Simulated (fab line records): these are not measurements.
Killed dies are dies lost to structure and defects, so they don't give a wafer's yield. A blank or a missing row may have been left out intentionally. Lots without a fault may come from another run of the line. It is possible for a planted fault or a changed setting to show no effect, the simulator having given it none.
Matching of chambers    flow n5_finfet    N5_BEOL_M10_DEP_56 on pecvd-01: 3 sister chambers
The step deposits SiCN from 3MS/NH3, target thk 15 nm, time 26.5 s. 6 wafers are shown with their chamber, then 7 later ones without.

EACH WAFER AND ITS CHAMBER
wafer   chamber  throttle_valve_pct (%)  showerhead_plenum_p_Torr (Torr)
L516.4  1        9.1                     3.670
L517.2  2        8.8                     3.664
L517.3  0        8.8                     3.652
L517.4  2        8.8                     3.662
L523.1  0        8.6                     3.659
L523.4  1        9.3                     3.679

WAFERS WHOSE CHAMBER IS MISSING
wafer   throttle_valve_pct (%)  showerhead_plenum_p_Torr (Torr)
L523.6  8.8                     3.667
L527.1  9.4                     3.674
L527.2  8.6                     3.664
L527.4  8.9                     3.669
L533.2  8.8                     3.658
L533.3  8.6                     3.665
L533.6  8.7                     3.676

THE CHAMBER EACH PASSED THROUGH
wafer   from the rows above           in truth
L523.6  can't be placed: 2 or 0       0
L527.1  1                             1
L527.2  can't be placed: 2 or 0       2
L527.4  can't be placed: 2 or 1 or 0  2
L533.2  can't be placed: 0 or 2       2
L533.3  can't be placed: 2 or 0       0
L533.6  can't be placed: 2 or 0 or 1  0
Correct placement for 1 of the 7. Unplaceable from these rows: 6, with the true chamber sitting among the candidates in 6. Wrongly placed: 0.
How it was worked out, from the rows above alone: a wafer's distance from a chamber is the root of the sum, over the readings, of the square of ((its reading less the chamber's mean) divided by the reading's scatter). The wafer belongs to the nearest chamber; if the next one is less than 2 further off, it can't be placed. The mean given for a chamber averages the wafers shown for that chamber. The scatter: take each reading less its chamber's mean, square it, sum over the shown wafers, divide by the number of wafers less the number of chambers, and take the root.
